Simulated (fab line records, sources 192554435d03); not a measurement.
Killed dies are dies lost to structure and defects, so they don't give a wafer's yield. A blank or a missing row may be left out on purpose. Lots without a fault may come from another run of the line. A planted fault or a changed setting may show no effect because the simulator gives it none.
Which tool did it? | flow n5_finfet | 21 lots, 63 wafers sampled, at 3 steps of a route of 1938

WHAT THE GAUGES READ, wafer by wafer
N5_FIN_SAQP_CD_MEAS_16: target cd 35.6 nm. Usual: cd_nm 35.3 nm, standard deviation 0.42.
lot  | measured    | on        | cd_nm (nm)     | flag
L075 | day 2 03:30 | cd_sem-02 | 35.2 35.4 35.9 |
L076 | day 2 09:41 | cd_sem-02 | 35.1 36.0 34.5 |
L078 | day 2 21:51 | cd_sem-03 | 35.7 35.2 35.5 |
L079 | day 3 03:15 | cd_sem-03 | 36.1 35.8 36.2 |
L080 | day 3 09:47 | cd_sem-01 | 35.1 35.1 36.2 |
L081 | day 3 16:23 | cd_sem-03 | 34.7 35.8 35.4 |
L082 | day 3 22:01 | cd_sem-03 | 36.0 35.5 35.9 |
L083 | day 4 04:43 | cd_sem-01 | 35.4 35.0 35.2 |
L084 | day 4 10:49 | cd_sem-01 | 35.4 35.5 35.9 |
L085 | day 4 16:15 | cd_sem-03 | 35.3 35.4 35.2 |
L086 | day 5 00:40 | cd_sem-03 | 34.9 34.6 35.0 |
L087 | day 5 06:17 | cd_sem-03 | 35.7 35.7 35.8 |
L088 | day 5 09:29 | cd_sem-01 | 35.9 35.7 35.1 |
L089 | day 5 16:10 | cd_sem-01 | 35.6 35.7 35.5 |
L090 | day 5 22:18 | cd_sem-02 | 35.2 34.5 34.9 |
L091 | day 6 03:59 | cd_sem-01 | 34.6 34.8 35.1 |
L093 | day 6 15:37 | cd_sem-03 | 35.3 35.8 36.1 |
L094 | day 6 21:49 | cd_sem-03 | 35.0 35.3 35.7 |
L095 | day 7 04:19 | cd_sem-01 | 35.0 35.3 35.5 |
L096 | day 7 10:23 | cd_sem-03 | 34.6 35.4 35.5 |
L097 | day 7 15:36 | cd_sem-01 | 35.2 35.0 34.9 |

WHICH TOOL RAN EACH LOT (tool, then ch and the chambers of the sampled wafers, then the start)
lot  | N5_FIN_SAQP_ALD_61               | N5_FIN_SAQP_DENSIFY_62
L075 | ald_sin-04 ch 0,1,3, day 2 02:16 | rtp_anneal-02 ch 0, day 2 02:29
L076 | ald_sin-01 ch 1,2,3, day 2 08:26 | rtp_anneal-01 ch 0, day 2 08:40
L078 | ald_sin-01 ch 0,1,2, day 2 20:25 | rtp_anneal-01 ch 0, day 2 20:47
L079 | ald_sin-01 ch 0,1,2, day 3 02:11 | rtp_anneal-01 ch 0, day 3 02:25
L080 | ald_sin-03 ch 0,2,3, day 3 08:35 | rtp_anneal-01 ch 0, day 3 08:49
L081 | ald_sin-03 ch 0,2,3, day 3 15:11 | rtp_anneal-01 ch 0, day 3 15:24
L082 | ald_sin-01 ch 1,2,3, day 3 20:47 | rtp_anneal-01 ch 0, day 3 20:59
L083 | ald_sin-01 ch 1,2, day 4 03:29   | rtp_anneal-02 ch 0, day 4 03:41
L084 | ald_sin-03 ch 0,1,3, day 4 09:29 | rtp_anneal-01 ch 0, day 4 09:41
L085 | ald_sin-04 ch 0,3, day 4 15:01   | rtp_anneal-01 ch 0, day 4 15:15
L086 | ald_sin-03 ch 0,1,2, day 4 23:28 | rtp_anneal-02 ch 0, day 4 23:43
L087 | ald_sin-01 ch 0,1,3, day 5 05:05 | rtp_anneal-02 ch 0, day 5 05:17
L088 | ald_sin-04 ch 1,2, day 5 08:17   | rtp_anneal-02 ch 0, day 5 08:29
L089 | ald_sin-03 ch 0,1,2, day 5 15:04 | rtp_anneal-01 ch 0, day 5 15:17
L090 | ald_sin-01 ch 1,2,3, day 5 21:06 | rtp_anneal-02 ch 0, day 5 21:20
L091 | ald_sin-01 ch 0,2, day 6 02:37   | rtp_anneal-01 ch 0, day 6 03:02
L093 | ald_sin-01 ch 0,2, day 6 14:21   | rtp_anneal-02 ch 0, day 6 14:37
L094 | ald_sin-03 ch 0,2,3, day 6 20:37 | rtp_anneal-01 ch 0, day 6 20:50
L095 | ald_sin-01 ch 1,2,3, day 7 03:12 | rtp_anneal-01 ch 0, day 7 03:26
L096 | ald_sin-03 ch 0,1,2, day 7 09:12 | rtp_anneal-02 ch 0, day 7 09:24
L097 | ald_sin-01 ch 0,1,3, day 7 14:31 | rtp_anneal-02 ch 0, day 7 14:46
- N5_FIN_SAQP_ALD_61: deposits SiO2, target thk 4 nm, pulse time 1 s, purge time 2 s.
- N5_FIN_SAQP_DENSIFY_62: time 60 s.

WHAT THE TOOLS THEMSELVES READ (means of the sampled wafers that have a number; where no wafer has one, the mark that the record gives instead)
N5_FIN_SAQP_ALD_61. Usual: chamber_pressure_Torr 2.000 Torr, standard deviation 0.0041; heater_power_w 491 W, standard deviation 58; precursor_pulse_height_rel 1.000, standard deviation 0.019.
lot  | tool       | chamber_pressure_Torr (Torr) | heater_power_w (W) | precursor_pulse_height_rel | flag
L075 | ald_sin-04 | 2.001                        | 451                | 0.988                      |
L076 | ald_sin-01 | 2.003                        | 507                | 0.997                      |
L078 | ald_sin-01 | 1.999                        | 516                | 1.002                      |
L079 | ald_sin-01 | 2.002                        | 515                | 0.990                      |
L080 | ald_sin-03 | 2.002                        | 473                | 0.986                      |
L081 | ald_sin-03 | 2.003                        | 483                | 1.015                      |
L082 | ald_sin-01 | 1.999                        | 492                | 1.015                      |
L083 | ald_sin-01 | 1.999                        | 469                | 1.023                      |
L084 | ald_sin-03 | 2.003                        | 455                | 1.005                      |
L085 | ald_sin-04 | 1.999                        | 448                | 1.008                      |
L086 | ald_sin-03 | 2.001                        | 458                | 0.996                      |
L087 | ald_sin-01 | 1.999                        | 478                | 1.000                      |
L088 | ald_sin-04 | 2.000                        | 492                | 0.990                      |
L089 | ald_sin-03 | 1.999                        | 454                | 1.003                      |
L090 | ald_sin-01 | 2.002                        | 501                | 0.996                      |
L091 | ald_sin-01 | 2.000                        | 556                | 1.017                      |
L093 | ald_sin-01 | 2.001                        | 551                | 0.998                      |
L094 | ald_sin-03 | 1.995                        | 471                | 0.974                      |
L095 | ald_sin-01 | 2.001                        | 511                | 0.990                      |
L096 | ald_sin-03 | 1.999                        | 461                | 0.992                      |
L097 | ald_sin-01 | 1.999                        | 481                | 1.006                      |

N5_FIN_SAQP_DENSIFY_62. Usual: lamp_power_pct 9.84 %, standard deviation 0.058; wafer_temp_C_max 703.3, standard deviation 0.64.
lot  | tool          | lamp_power_pct (%) | wafer_temp_C_max | flag
L075 | rtp_anneal-02 | 9.83               | 703.0            |
L076 | rtp_anneal-01 | 9.84               | 704.1            |
L078 | rtp_anneal-01 | 9.86               | 702.7            |
L079 | rtp_anneal-01 | 9.80               | 703.1            |
L080 | rtp_anneal-01 | 9.86               | 703.9            |
L081 | rtp_anneal-01 | 9.87               | 703.7            |
L082 | rtp_anneal-01 | 9.82               | 703.8            |
L083 | rtp_anneal-02 | 9.85               | 703.2            |
L084 | rtp_anneal-01 | 9.82               | 703.2            |
L085 | rtp_anneal-01 | 9.87               | 703.2            |
L086 | rtp_anneal-02 | 9.85               | 703.4            |
L087 | rtp_anneal-02 | 9.86               | 703.2            |
L088 | rtp_anneal-02 | 9.83               | 703.8            |
L089 | rtp_anneal-01 | 9.84               | 703.2            |
L090 | rtp_anneal-02 | 9.81               | 703.7            |
L091 | rtp_anneal-01 | 9.85               | 703.6            |
L093 | rtp_anneal-02 | 9.92               | 703.8            |
L094 | rtp_anneal-01 | 9.86               | 703.1            |
L095 | rtp_anneal-01 | 9.86               | 703.2            |
L096 | rtp_anneal-02 | 9.88               | 703.5            |
L097 | rtp_anneal-02 | 9.85               | 703.8            |

THE ANSWER, worked out from the rows above alone
Rule: a lot is off if the mean of its wafers that have a number lies more than 3 standard deviations from the usual mean. A lot without any number at a reading at which 4 lots or more have one is off too. The other lots that the step has rows for count as sound. The gauges are gone through in route order, then the tools' own readings, and for those a lot's mean is taken as printed above. The first step at which some lot is off is used, and at that step the reading that is off furthest; a lot without a number counts as furthest.
No lot is off at any reading shown: from this, nothing can be told.

WHAT THE SIMULATOR HAD PUT IN
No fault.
